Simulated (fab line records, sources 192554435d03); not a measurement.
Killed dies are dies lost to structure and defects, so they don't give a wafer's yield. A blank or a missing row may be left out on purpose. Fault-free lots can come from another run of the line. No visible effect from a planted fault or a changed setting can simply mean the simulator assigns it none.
Struck lot and sound lot, side by side / flow n5_finfet / 25 steps out of a route of 1938
Sound: these wafers, L158.1, L158.4, L158.5. Wafers L168.3, L168.5, L168.6 were the ones struck. Last of all comes the cause.
For every step that has rows: the tool of each side, followed by ch and its chambers, followed by its first start. Under that, the readings that differ: sound wafers / struck wafers / difference of the means / sigmas: that difference in standard deviations of wafers without a fault.
alike: words and numbers the same on both sides, and readings whose means are apart by under 2 such deviations; not compared: readings that were withheld, readings missing a value for some wafer, numbers with overlapping values and no deviation given by the record, and bounds like >300 which may hide the same value.
A row with sigmas, a row that says differs or no value, or rows on one side alone: a step with any of these is where the two part. Numbers that don't overlap but have no deviation are shown without sigmas and don't part them. A reading that every wafer of one side lacks parts them only if that side has two wafers or more.

first, 8 steps without rows for these wafers: N5_BEOL_M8_DEVELOP_10 (develop time 30 s); N5_BEOL_M8_DESCUM_16 (chemistry O2, time 7.9 s); N5_BEOL_M8_ETCH_61 (etches SiARC in CF4, target depth 45.5 nm, time 75.8 s); N5_BEOL_M8_ETCH_62 (etches SOC in N2/H2, target depth 110 nm, overetch 22 nm, time 165 s); N5_BEOL_M8_STRIP_68 (strips in N2/H2); N5_BEOL_M8_STRIP_67 (strips in CF4); N5_BEOL_M8_HM_OPEN_17 (chemistry Cl2/BCl3, target TiN, target depth 20 nm, overetch 6 nm); N5_BEOL_M8_STRIP_19 (strips in O2).
N5_BEOL_M8_COAT_63: time 60 s, resist thk 60 nm.
  sound on litho_track-04 ch 0, day 9 16:44; struck on litho_track-04 ch 0, day 12 10:42
reading=spin_speed_rpm (rpm); sound=1498.9 1500.3 1499.1; struck=1596.0 1596.4 1596.6; difference=+96.9; sigmas=+97
reading=model.SOC_of_BEOL_M8_COAT_63.thk_nm (nm); sound=59.8 60.2 60.2; struck=58.4 58.2 58.4; difference=-1.7; sigmas=
then, 11 steps without rows for these wafers: N5_BEOL_M8_COAT_64 (time 60 s, resist thk 12 nm); N5_BEOL_M8_COAT_71 (time 60 s, resist thk 5 nm); N5_BEOL_M8_COAT_22 (resist thk 30 nm); N5_BEOL_M8_EBR_24; N5_BEOL_M8_SOFTBAKE_23 (time 60 s); N5_BEOL_M8_EXPOSE_25 (exposes mask V7, target cd 40 nm); N5_BEOL_M8_PEB_26 (peb time 60 s); N5_BEOL_M8_DEVELOP_27 (develop time 30 s); N5_BEOL_M8_DESCUM_33 (chemistry O2, time 7 s); N5_BEOL_M8_ETCH_72 (etches underlayer in N2/H2, target depth 6.5 nm, time 5.2 s); N5_BEOL_M8_ETCH_65 (etches SiARC in CF4, target depth 15.6 nm, time 26 s).
N5_BEOL_M8_ETCH_66: etches SOC in N2/H2, target depth 80 nm, overetch 16 nm, time 120 s.
  sound on rie_diel-02 ch 0,1,2, day 9 17:22; struck on rie_diel-03 ch 0,1,2, day 12 11:11
reading=model.etch.depth_nm (nm); sound=59.86 60.14 60.11; struck=58.48 58.22 58.31; difference=-1.70; sigmas=
  alike: drypump_motor_current_A, oes_product_au, rf_vpp_V, showerhead_plenum_p_Torr, throttle_valve_pct
  not compared: rf_hours_counter_h
then, 2 steps without rows for these wafers: N5_BEOL_M8_STRIP_69 (strips in N2/H2); N5_BEOL_M8_STRIP_73 (strips in N2/H2).
N5_BEOL_M8_VIA_ETCH_34: etches SiCOH lowk in C4F6/O2, target depth 125.5 nm, time 50.5 s.
  sound on rie_diel-02 ch 0,1,2, day 9 17:28; struck on rie_diel-03 ch 0,1,2, day 12 11:17
reading=model.SOC_of_BEOL_M8_COAT_63.thk_nm (nm); sound=53.8 54 54.2; struck=52.6 52.2 52.2; difference=-1.7; sigmas=
  alike: drypump_motor_current_A, oes_o_777_au, oes_product_au, rf_vpp_V, showerhead_plenum_p_Torr, throttle_valve_pct
  not compared: rf_hours_counter_h
then, 1 step without rows for these wafers: N5_BEOL_M8_STRIP_76 (strips in C4F6/O2).

## WHERE THEY PART
N5_BEOL_M8_COAT_63 only, going by this record. Later steps at which nothing parts them and some readings are alike: N5_BEOL_M8_ETCH_66, N5_BEOL_M8_VIA_ETCH_34.

WHY: whatever the simulator had introduced
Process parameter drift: litho_track-04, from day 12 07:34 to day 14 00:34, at N5_BEOL_M8_COAT_63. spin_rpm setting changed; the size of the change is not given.
